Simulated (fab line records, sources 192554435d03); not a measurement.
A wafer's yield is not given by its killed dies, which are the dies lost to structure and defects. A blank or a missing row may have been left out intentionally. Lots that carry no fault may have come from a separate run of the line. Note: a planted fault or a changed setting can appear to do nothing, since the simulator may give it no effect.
Which of the tools did it? :: flow n5-finfet :: 8 lots with 24 wafers sampled at 5 steps, on a route of 1938 steps

WHAT THE GAUGES SHOWED, per wafer
N5_BEOL_M4_RC_MEAS_101. Usual: DIBL_N 37.3 mV/V, standard deviation 2.3; DIBL_P 37.4 mV/V, standard deviation 2.9; IOFF_N 0.18 nA/um, standard deviation 0.045; IOFF_P 0.25 nA/um, standard deviation 0.054; ION_N 679 uA/um, standard deviation 15; ION_P 468 uA/um, standard deviation 9.7; SS_N 71.8 mV/dec, standard deviation 0.62; SS_P 73.6 mV/dec, standard deviation 0.76; VT_N 248 mV, standard deviation 4.1; VT_P -248 mV, standard deviation 3.6.
lot: L503
measured: day 8 14:34
on: prober-01
DIBL_N (mV/V): 36.8 36.2 37.5
DIBL_P (mV/V): 37.7 35.5 37.9
IOFF_N (nA/um): 0.16 0.14 0.17
IOFF_P (nA/um): 0.26 0.24 0.28
ION_N (uA/um): 687 669 689
ION_P (uA/um): 483 466 482
SS_N (mV/dec): 72.0 71.4 71.9
SS_P (mV/dec): 74.3 73.4 73.8
VT_N (mV): 247 251 246
VT_P (mV): -246 -245 -246
flag: 

lot: L505
measured: day 8 21:13
on: prober-01
DIBL_N (mV/V): 37.0 32.8 34.7
DIBL_P (mV/V): 38.6 32.4 35.2
IOFF_N (nA/um): 0.17 0.09 0.12
IOFF_P (nA/um): 0.24 0.14 0.18
ION_N (uA/um): 697 651 666
ION_P (uA/um): 480 450 459
SS_N (mV/dec): 71.6 71.4 71.6
SS_P (mV/dec): 72.8 71.4 72.1
VT_N (mV): 247 259 253
VT_P (mV): -249 -254 -249
flag: 

lot: L506
measured: day 8 22:00
on: prober-01
DIBL_N (mV/V): 36.8 38.7 37.2
DIBL_P (mV/V): 36.0 38.6 37.3
IOFF_N (nA/um): 0.17 0.21 0.18
IOFF_P (nA/um): 0.23 0.28 0.26
ION_N (uA/um): 683 687 692
ION_P (uA/um): 464 473 480
SS_N (mV/dec): 71.3 72.1 71.9
SS_P (mV/dec): 73.0 74.0 74.4
VT_N (mV): 251 247 248
VT_P (mV): -249 -245 -245
flag: 

lot: L513
measured: day 10 20:28
on: prober-02
DIBL_N (mV/V): 38.0 37.5 39.2
DIBL_P (mV/V): 39.3 38.2 40.2
IOFF_N (nA/um): 0.22 0.17 0.25
IOFF_P (nA/um): 0.24 0.21 0.26
ION_N (uA/um): 696 675 702
ION_P (uA/um): 471 455 467
SS_N (mV/dec): 71.9 72.6 71.9
SS_P (mV/dec): 73.7 73.8 73.8
VT_N (mV): 245 248 242
VT_P (mV): -251 -253 -247
flag: 

lot: L516
measured: day 11 02:22
on: prober-01
DIBL_N (mV/V): 38.6 37.7 35.2
DIBL_P (mV/V): 39.5 38.2 35.6
IOFF_N (nA/um): 0.19 0.17 0.12
IOFF_P (nA/um): 0.26 0.25 0.21
ION_N (uA/um): 668 683 647
ION_P (uA/um): 457 469 448
SS_N (mV/dec): 72.1 72.4 72.0
SS_P (mV/dec): 74.2 73.5 74.0
VT_N (mV): 248 248 253
VT_P (mV): -251 -251 -252
flag: 

lot: L517
measured: day 11 22:19
on: prober-01
DIBL_N (mV/V): 41.3 36.2 35.9
DIBL_P (mV/V): 41.0 35.4 33.3
IOFF_N (nA/um): 0.29 0.17 0.14
IOFF_P (nA/um): 0.34 0.23 0.19
ION_N (uA/um): 697 689 667
ION_P (uA/um): 476 479 455
SS_N (mV/dec): 71.5 71.1 71.7
SS_P (mV/dec): 74.8 73.6 72.6
VT_N (mV): 239 246 251
VT_P (mV): -244 -246 -250
flag: 

lot: L520
measured: day 12 10:14
on: prober-01
DIBL_N (mV/V): 38.1 39.1 36.4
DIBL_P (mV/V): 38.7 39.5 35.6
IOFF_N (nA/um): 0.18 0.20 0.16
IOFF_P (nA/um): 0.23 0.24 0.19
ION_N (uA/um): 679 674 685
ION_P (uA/um): 459 458 465
SS_N (mV/dec): 72.0 71.9 71.9
SS_P (mV/dec): 73.5 73.8 73.0
VT_N (mV): 246 246 249
VT_P (mV): -250 -250 -252
flag: 

lot: L524
measured: day 13 12:40
on: prober-01
DIBL_N (mV/V): 38.2 38.9 34.8
DIBL_P (mV/V): 37.6 41.0 34.9
IOFF_N (nA/um): 0.17 0.22 0.12
IOFF_P (nA/um): 0.22 0.31 0.19
ION_N (uA/um): 663 688 654
ION_P (uA/um): 455 470 460
SS_N (mV/dec): 72.4 72.6 71.5
SS_P (mV/dec): 73.6 74.6 73.9
VT_N (mV): 254 244 257
VT_P (mV): -252 -246 -251
flag: 

EACH LOT AND THE TOOL THAT RAN IT (in order: tool; ch and the chambers of the sampled wafers; start)
lot: L503
N5_FIN_SAQP_ETCH_51: rie-diel-06 ch 2,3, day 2 05:54
N5_FIN_SAQP_MANDREL1_REMOVE_56: rie-si-03 ch 1,3, day 2 08:01
N5_FIN_SAQP_ETCH_65: rie-si-05 ch 0,1,3, day 2 08:26
N5_FIN_SAQP_MANDREL_ETCH_58: rie-si-05 ch 0,1,3, day 2 08:28

lot: L505
N5_FIN_SAQP_ETCH_51: rie-diel-04 ch 1,2, day 2 16:05
N5_FIN_SAQP_MANDREL1_REMOVE_56: rie-si-02 ch 0,1,3, day 2 17:59
N5_FIN_SAQP_ETCH_65: rie-si-05 ch 0,3, day 2 18:15
N5_FIN_SAQP_MANDREL_ETCH_58: rie-si-05 ch 0,3, day 2 18:17

lot: L506
N5_FIN_SAQP_ETCH_51: rie-diel-06 ch 0,1,3, day 3 02:11
N5_FIN_SAQP_MANDREL1_REMOVE_56: rie-si-02 ch 0,1, day 3 04:31
N5_FIN_SAQP_ETCH_65: rie-si-03 ch 0,1,2, day 3 04:47
N5_FIN_SAQP_MANDREL_ETCH_58: rie-si-03 ch 0,1,2, day 3 04:49

lot: L513
N5_FIN_SAQP_ETCH_51: rie-diel-06 ch 0,1, day 4 16:58
N5_FIN_SAQP_MANDREL1_REMOVE_56: rie-si-03 ch 0,2,3, day 4 19:43
N5_FIN_SAQP_ETCH_65: rie-si-05 ch 2,3, day 4 19:59
N5_FIN_SAQP_MANDREL_ETCH_58: rie-si-05 ch 2,3, day 4 20:01

lot: L516
N5_FIN_SAQP_ETCH_51: rie-diel-04 ch 0,2,3, day 5 09:46
N5_FIN_SAQP_MANDREL1_REMOVE_56: rie-si-02 ch 0,1,3, day 5 11:37
N5_FIN_SAQP_ETCH_65: rie-si-03 ch 0,1, day 5 11:53
N5_FIN_SAQP_MANDREL_ETCH_58: rie-si-03 ch 0,1, day 5 11:55

lot: L517
N5_FIN_SAQP_ETCH_51: rie-diel-06 ch 1,2, day 5 16:50
N5_FIN_SAQP_MANDREL1_REMOVE_56: rie-si-02 ch 0,3, day 5 18:43
N5_FIN_SAQP_ETCH_65: rie-si-05 ch 0,2, day 5 19:04
N5_FIN_SAQP_MANDREL_ETCH_58: rie-si-05 ch 0,2, day 5 19:06

lot: L520
N5_FIN_SAQP_ETCH_51: rie-diel-06 ch 0,1,2, day 6 11:40
N5_FIN_SAQP_MANDREL1_REMOVE_56: rie-si-02 ch 2,3, day 6 13:32
N5_FIN_SAQP_ETCH_65: rie-si-03 ch 0,1,3, day 6 13:50
N5_FIN_SAQP_MANDREL_ETCH_58: rie-si-03 ch 0,1,3, day 6 13:52

lot: L524
N5_FIN_SAQP_ETCH_51: rie-diel-06 ch 0,1,3, day 7 09:44
N5_FIN_SAQP_MANDREL1_REMOVE_56: rie-si-03 ch 2,3, day 7 11:52
N5_FIN_SAQP_ETCH_65: rie-si-02 ch 0,2,3, day 7 12:08
N5_FIN_SAQP_MANDREL_ETCH_58: rie-si-02 ch 0,2,3, day 7 12:10
- N5_FIN_SAQP_ETCH_51: etches SiARC in CF4, target depth 45.5 nm, time 75.8 s.
- N5_FIN_SAQP_MANDREL1_REMOVE_56: chemistry HBr/Cl2/O2, target a-Si, stops on SiNx, bt time 10 s.
- N5_FIN_SAQP_ETCH_65: etches SiO2 in CF4, target depth 4 nm, time 4.4 s.
- N5_FIN_SAQP_MANDREL_ETCH_58: etches a-Si in HBr/Cl2, stops on SiNx, target depth 45 nm, bt time 10 s, time 27 s.

WHAT THE TOOLS THEMSELVES READ (means of the sampled wafers that have a number; where no wafer has one, the mark that the record gives instead)
N5_FIN_SAQP_ETCH_51. Usual: drypump-motor-current-A is 5.7 A with standard deviation 0.36, etch-rf-on-time-s is 76.0 s with standard deviation 2.1, oes-product-au is 0.67 a.u. with standard deviation 0.083, rf-fwd-power-W is 540.3 W with standard deviation 2, rf-vpp-V is 183.9 V with standard deviation 0.94, showerhead-plenum-p-Torr is 2.12 Torr with standard deviation 0.039, and throttle-valve-pct is 15.66 % with standard deviation 0.16.
lot: L503
tool: rie-diel-06
drypump-motor-current-A (A): 5.5
etch-rf-on-time-s (s): 77.8
oes-product-au (a.u.): 0.72
rf-fwd-power-W (W): 540.7
rf-vpp-V (V): 185.1
showerhead-plenum-p-Torr (Torr): 2.13
throttle-valve-pct (%): 15.63
flag: 

lot: L505
tool: rie-diel-04
drypump-motor-current-A (A): 5.4
etch-rf-on-time-s (s): 75.5
oes-product-au (a.u.): 0.66
rf-fwd-power-W (W): 539.6
rf-vpp-V (V): 184.1
showerhead-plenum-p-Torr (Torr): 2.10
throttle-valve-pct (%): 15.75
flag: 

lot: L506
tool: rie-diel-06
drypump-motor-current-A (A): 5.8
etch-rf-on-time-s (s): 75.7
oes-product-au (a.u.): 0.66
rf-fwd-power-W (W): 537.7
rf-vpp-V (V): 183.8
showerhead-plenum-p-Torr (Torr): 2.11
throttle-valve-pct (%): 15.75
flag: 

lot: L513
tool: rie-diel-06
drypump-motor-current-A (A): 5.9
etch-rf-on-time-s (s): 74.9
oes-product-au (a.u.): 0.67
rf-fwd-power-W (W): 542.1
rf-vpp-V (V): 183.3
showerhead-plenum-p-Torr (Torr): 2.11
throttle-valve-pct (%): 15.65
flag: 

lot: L516
tool: rie-diel-04
drypump-motor-current-A (A): 5.9
etch-rf-on-time-s (s): 74.7
oes-product-au (a.u.): 0.65
rf-fwd-power-W (W): 541.3
rf-vpp-V (V): 184.3
showerhead-plenum-p-Torr (Torr): 2.14
throttle-valve-pct (%): 15.61
flag: 

lot: L517
tool: rie-diel-06
drypump-motor-current-A (A): 5.7
etch-rf-on-time-s (s): 78.6
oes-product-au (a.u.): 0.69
rf-fwd-power-W (W): 540.6
rf-vpp-V (V): 183.4
showerhead-plenum-p-Torr (Torr): 2.12
throttle-valve-pct (%): 15.76
flag: 

lot: L520
tool: rie-diel-06
drypump-motor-current-A (A): 5.8
etch-rf-on-time-s (s): 76.7
oes-product-au (a.u.): 0.67
rf-fwd-power-W (W): 540.9
rf-vpp-V (V): 184.4
showerhead-plenum-p-Torr (Torr): 2.11
throttle-valve-pct (%): 15.75
flag: 

lot: L524
tool: rie-diel-06
drypump-motor-current-A (A): 5.8
etch-rf-on-time-s (s): 76.0
oes-product-au (a.u.): 0.70
rf-fwd-power-W (W): 539.8
rf-vpp-V (V): 183.5
showerhead-plenum-p-Torr (Torr): 2.10
throttle-valve-pct (%): 15.64
flag: 

N5_FIN_SAQP_MANDREL1_REMOVE_56. Usual: drypump-motor-current-A 5.8 A, standard deviation 0.4; oes-product-au 0.997 a.u., standard deviation 0.016; rf-fwd-power-W 596.7 W, standard deviation 1.7; throttle-valve-pct 36.5 %, standard deviation 0.41.
lot: L503
tool: rie-si-03
drypump-motor-current-A (A): 5.6
oes-product-au (a.u.): 1.008
rf-fwd-power-W (W): 596.4
throttle-valve-pct (%): 36.7
flag: 

lot: L505
tool: rie-si-02
drypump-motor-current-A (A): 5.9
oes-product-au (a.u.): 0.988
rf-fwd-power-W (W): 597.3
throttle-valve-pct (%): 36.3
flag: 

lot: L506
tool: rie-si-02
drypump-motor-current-A (A): 6.0
oes-product-au (a.u.): 0.992
rf-fwd-power-W (W): 596.5
throttle-valve-pct (%): 36.3
flag: 

lot: L513
tool: rie-si-03
drypump-motor-current-A (A): 5.4
oes-product-au (a.u.): 0.982
rf-fwd-power-W (W): 596.4
throttle-valve-pct (%): 36.3
flag: 

lot: L516
tool: rie-si-02
drypump-motor-current-A (A): 5.9
oes-product-au (a.u.): 0.999
rf-fwd-power-W (W): 596.8
throttle-valve-pct (%): 36.3
flag: 

lot: L517
tool: rie-si-02
drypump-motor-current-A (A): 5.8
oes-product-au (a.u.): 0.995
rf-fwd-power-W (W): 597.1
throttle-valve-pct (%): 36.3
flag: 

lot: L520
tool: rie-si-02
drypump-motor-current-A (A): 5.5
oes-product-au (a.u.): 0.995
rf-fwd-power-W (W): 597.8
throttle-valve-pct (%): 36.5
flag: 

lot: L524
tool: rie-si-03
drypump-motor-current-A (A): 5.3
oes-product-au (a.u.): 1.001
rf-fwd-power-W (W): 596.7
throttle-valve-pct (%): 36.6
flag: 

N5_FIN_SAQP_ETCH_65. Usual: drypump-motor-current-A 5.9 A, standard deviation 0.37; oes-product-au 0.986 a.u., standard deviation 0.021; rf-fwd-power-W 789 W, standard deviation 3.2; throttle-valve-pct 21.8 %, standard deviation 0.32.
lot: L503
tool: rie-si-05
drypump-motor-current-A (A): 6.1
oes-product-au (a.u.): 0.973
rf-fwd-power-W (W): 790
throttle-valve-pct (%): 21.9
flag: 

lot: L505
tool: rie-si-05
drypump-motor-current-A (A): 6.0
oes-product-au (a.u.): 0.967
rf-fwd-power-W (W): 789
throttle-valve-pct (%): 22.1
flag: 

lot: L506
tool: rie-si-03
drypump-motor-current-A (A): 5.8
oes-product-au (a.u.): 0.979
rf-fwd-power-W (W): 788
throttle-valve-pct (%): 21.6
flag: 

lot: L513
tool: rie-si-05
drypump-motor-current-A (A): 6.3
oes-product-au (a.u.): 1.136
rf-fwd-power-W (W): 787
throttle-valve-pct (%): 22.2
flag: OFF

lot: L516
tool: rie-si-03
drypump-motor-current-A (A): 6.1
oes-product-au (a.u.): 0.991
rf-fwd-power-W (W): 791
throttle-valve-pct (%): 21.8
flag: 

lot: L517
tool: rie-si-05
drypump-motor-current-A (A): 6.1
oes-product-au (a.u.): 1.217
rf-fwd-power-W (W): 788
throttle-valve-pct (%): 22.3
flag: OFF

lot: L520
tool: rie-si-03
drypump-motor-current-A (A): 5.7
oes-product-au (a.u.): 0.975
rf-fwd-power-W (W): 790
throttle-valve-pct (%): 21.8
flag: 

lot: L524
tool: rie-si-02
drypump-motor-current-A (A): 5.7
oes-product-au (a.u.): 0.994
rf-fwd-power-W (W): 792
throttle-valve-pct (%): 21.6
flag: 

N5_FIN_SAQP_MANDREL_ETCH_58. Usual: drypump-motor-current-A 5.9 A, standard deviation 0.37; oes-product-au 0.698 a.u., standard deviation 0.014; rf-fwd-power-W 793.6 W, standard deviation 2.6; throttle-valve-pct 35.5 %, standard deviation 0.41.
lot: L503
tool: rie-si-05
drypump-motor-current-A (A): 6.1
oes-product-au (a.u.): 0.696
rf-fwd-power-W (W): 792.7
throttle-valve-pct (%): 35.6
flag: 

lot: L505
tool: rie-si-05
drypump-motor-current-A (A): 6.1
oes-product-au (a.u.): 0.706
rf-fwd-power-W (W): 791.4
throttle-valve-pct (%): 35.9
flag: 

lot: L506
tool: rie-si-03
drypump-motor-current-A (A): 5.8
oes-product-au (a.u.): 0.703
rf-fwd-power-W (W): 794.5
throttle-valve-pct (%): 35.0
flag: 

lot: L513
tool: rie-si-05
drypump-motor-current-A (A): 6.3
oes-product-au (a.u.): 0.703
rf-fwd-power-W (W): 793.5
throttle-valve-pct (%): 35.9
flag: 

lot: L516
tool: rie-si-03
drypump-motor-current-A (A): 6.1
oes-product-au (a.u.): 0.713
rf-fwd-power-W (W): 793.0
throttle-valve-pct (%): 35.1
flag: 

lot: L517
tool: rie-si-05
drypump-motor-current-A (A): 6.1
oes-product-au (a.u.): 0.702
rf-fwd-power-W (W): 794.1
throttle-valve-pct (%): 36.0
flag: 

lot: L520
tool: rie-si-03
drypump-motor-current-A (A): 5.7
oes-product-au (a.u.): 0.698
rf-fwd-power-W (W): 793.0
throttle-valve-pct (%): 35.3
flag: 

lot: L524
tool: rie-si-02
drypump-motor-current-A (A): 5.8
oes-product-au (a.u.): 0.690
rf-fwd-power-W (W): 793.4
throttle-valve-pct (%): 35.5
flag: 

THE ANSWER, worked out from the rows above alone
Rule: take the mean of a lot's wafers that have a number; if it is more than 3 standard deviations from the usual mean, the lot is off. A lot without any number at a reading at which 4 lots or more have one is off too. Any other lot the step has rows for is counted as sound. First the gauges in route order, then the tools' own readings, where a lot's mean is used as printed above. At the first step where some lot is off, the reading lying furthest off is the one used; lots without a number count as furthest.
Off: L513, L517, at N5_FIN_SAQP_ETCH_65 (oes-product-au).
A tool fits if, at that step or a process step before it, it ran every lot that is off, and no sound lot after the first of them. One fits: rie-si-05 at N5_FIN_SAQP_ETCH_65. A fault onset in the window from L505 (day 2 18:15, its last sound lot) to L513 (day 4 19:59, its first lot off) fits.
On the lots that are off, the tool's own readings at N5_FIN_SAQP_ETCH_65 differ by more than 5 times the standard deviation of the sound lots' means, which bears it out; oes-product-au reads 1.176 a.u. there versus 0.980 a.u. on the sound lots.

WHAT WAS PUT IN BY THE SIMULATOR
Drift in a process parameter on rie-si-05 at N5_FIN_SAQP_ETCH_65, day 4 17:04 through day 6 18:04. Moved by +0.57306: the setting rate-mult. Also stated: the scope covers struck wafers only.
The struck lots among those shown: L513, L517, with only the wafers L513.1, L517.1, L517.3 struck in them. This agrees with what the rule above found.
